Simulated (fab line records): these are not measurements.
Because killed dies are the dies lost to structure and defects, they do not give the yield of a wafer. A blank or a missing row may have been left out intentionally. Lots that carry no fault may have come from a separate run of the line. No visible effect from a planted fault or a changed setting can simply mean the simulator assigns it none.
Problem report in the 8D (eight disciplines) form, filled by code -- flow n5-finfet -- the parts of the form that need people (team, actions taken, sign-off) are left out

1. WHAT IS WRONG
killed-at-front-end at N5_PASSIVATION_PROBE_49 reads a mean of 128 on 5 wafers of 2 lots; wafers without a fault read 40 with a standard deviation of 11. Measured from the usual mean, that is +8.0 standard deviations.
First seen on wafer L372.1, day 14 11:26, on prober-01. Wafers with a number at this step in the record: 6, from 2 lots. Rule for "out", or "out of limits": more than 4 standard deviations from the usual mean. The other wafers with a number count as sound.

2. WHAT IT IS, WHAT IT ISN'T
question,is,is not
which readings at this step,"killed-at-front-end, defect-limited-yield, killed-dies, killed-on-rim, sort_bin_5_function, sort-n-pass, sort-yield-pct","killed_at_M0_to_M3, killed_at_M4_up, killed-at-contacts, killed-at-other, killed-open, killed-short"
which lots,"L372, L374",-
which wafers of those lots,"L372.1, L372.4, L372.5, L374.3, L374.5",L374.6
read on which tools,"prober-01, prober-02",-
when,from day 14 11:26,up to then (0 sound wafers); but 1 sound wafer of L374 came after

3. THE SUSPECTS, EACH WITH WHAT RULES IT OUT
Counting: if a tool at a process step up to the reading ran every lot that is out, it stays a suspect. Sound lots after the first of them don't rule it out here, since some wafers of a struck lot are sound.
- rie-metal-02 at N5_GATE_CUT_VAPOR_ETCH_48 (etches TiN in BCl3/Cl2): kept. It ran every lot that is out, first L372 (day 6 18:57).
- ald-hk-01 at N5_MIM_TOP_ALD_00 (deposits Al2O3, purge time 3 s, co reactant pulse time 3 s): kept. It ran every lot that is out, first L372 (day 14 00:34).
- The sound lot-mates ran in chamber 1 of rie-metal-02 at N5_GATE_CUT_VAPOR_ETCH_48, but the wafers that are out ran in chamber 0.
- Within ald-hk-01 at N5_MIM_TOP_ALD_00: the wafers that are out ran in chambers 0, 1, 3; their sound lot-mates ran in chamber 2.
What counting leaves: rie-metal-02 at N5_GATE_CUT_VAPOR_ETCH_48 and ald-hk-01 at N5_MIM_TOP_ALD_00.

4. THE CAUSE (what the simulator had put in)
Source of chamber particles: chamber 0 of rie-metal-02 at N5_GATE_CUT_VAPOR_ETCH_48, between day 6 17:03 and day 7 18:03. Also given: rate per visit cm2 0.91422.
Counting left 2 suspects, and this tool is among them.

5. THE CHAIN OF EFFECTS, in route order
Rows list readings where the struck wafers' mean (over those with a number) sits beyond 3 standard deviations from the usual. Scope: only readings with a usual standard deviation given in the record; hours: median across lots of the time from each lot's start at the first step in this table that gives one to its start at this step; sigmas: change in usual standard deviations.
hours,step,reading,usual,on struck wafers,change,sigmas
0,N5_PASSIVATION_PROBE_49,defect-limited-yield,91.3 %,84.3,-7.0,-5.0
0,N5_PASSIVATION_PROBE_49,killed-at-front-end,40,128,+88,+8.0
0,N5_PASSIVATION_PROBE_49,killed-dies,103,185,+82,+5.2
0,N5_PASSIVATION_PROBE_49,killed-on-rim,13,30,+17,+4.6
0,N5_PASSIVATION_PROBE_49,sort_bin_5_function,5.1 %,9.6,+4.5,+4.7
0,N5_PASSIVATION_PROBE_49,sort-n-pass,1077,995,-82,-5.2
0,N5_PASSIVATION_PROBE_49,sort-yield-pct,91.3 %,84.3,-7.0,-5.0
It contains these process steps:
- N5_PASSIVATION_PROBE_49

6. WHAT WOULD HAVE CAUGHT IT SOONER
First out-of-limits reading in this record: day 14 11:26, which is 186 hours after fault onset at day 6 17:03.
An alarm limit of 4 standard deviations would not have fired on the tool readings at N5_GATE_CUT_VAPOR_ETCH_48 for which the record gives a usual standard deviation, since none of them was out on any struck wafer.
Lots out: 2; all had begun N5_GATE_CUT_VAPOR_ETCH_48 on rie-metal-02 by day 14 11:26. Tool hold at that time: it would have spared none of them.
